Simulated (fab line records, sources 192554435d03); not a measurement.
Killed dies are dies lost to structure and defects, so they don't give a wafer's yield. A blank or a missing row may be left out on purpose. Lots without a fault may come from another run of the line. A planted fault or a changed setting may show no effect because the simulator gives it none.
Chamber matching | flow n5_finfet | N5_BEOL_M14_TRENCH_ETCH_34 on rie_diel-02: 4 sister chambers
The step etches SiO2 in C4F8/O2/Ar, target depth 556.65 nm, time 126.9 s. 7 wafers are shown with their chamber, then 7 later ones without.

WAFERS WITH THEIR CHAMBER
wafer  | chamber | rf_vpp_V (V) | drypump_motor_current_A (A)
L077.1 | 0       | 2221         | 5.0
L079.1 | 2       | 2153         | 6.3
L087.6 | 0       | 2222         | 5.1
L089.1 | 3       | 2245         | 6.0
L089.5 | 1       | 2193         | 5.5
L092.1 | 1       | 2194         | 5.5
L092.2 | 3       | 2247         | 6.0

WAFERS WITHOUT THEIR CHAMBER
wafer  | rf_vpp_V (V) | drypump_motor_current_A (A)
L092.3 | 2220         | 5.0
L094.1 | 2153         | 6.2
L094.5 | 2220         | 5.1
L094.6 | 2194         | 5.5
L096.2 | 2218         | 5.1
L096.4 | 2193         | 5.5
L096.6 | 2152         | 6.2

WHICH CHAMBER EACH WENT THROUGH
wafer  | from the rows above | in truth
L092.3 | 0                   | 0
L094.1 | 2                   | 2
L094.5 | 0                   | 0
L094.6 | 1                   | 1
L096.2 | 0                   | 0
L096.4 | 1                   | 1
L096.6 | 2                   | 2
Placed correctly: 7 of 7. Can't be placed from these rows: 0. Placed wrongly: 0.
How it was worked out, from the rows above alone: a wafer's distance from a chamber is the root of the sum, over the readings, of the square of ((its reading less the chamber's mean) divided by the reading's scatter). The wafer belongs to the nearest chamber; if the next one is less than 2 further off, it can't be placed. A chamber's mean is the mean of its shown wafers. The scatter: the root of (the sum of the squares of (reading less its chamber's mean) over the shown wafers, divided by (wafers less chambers)).
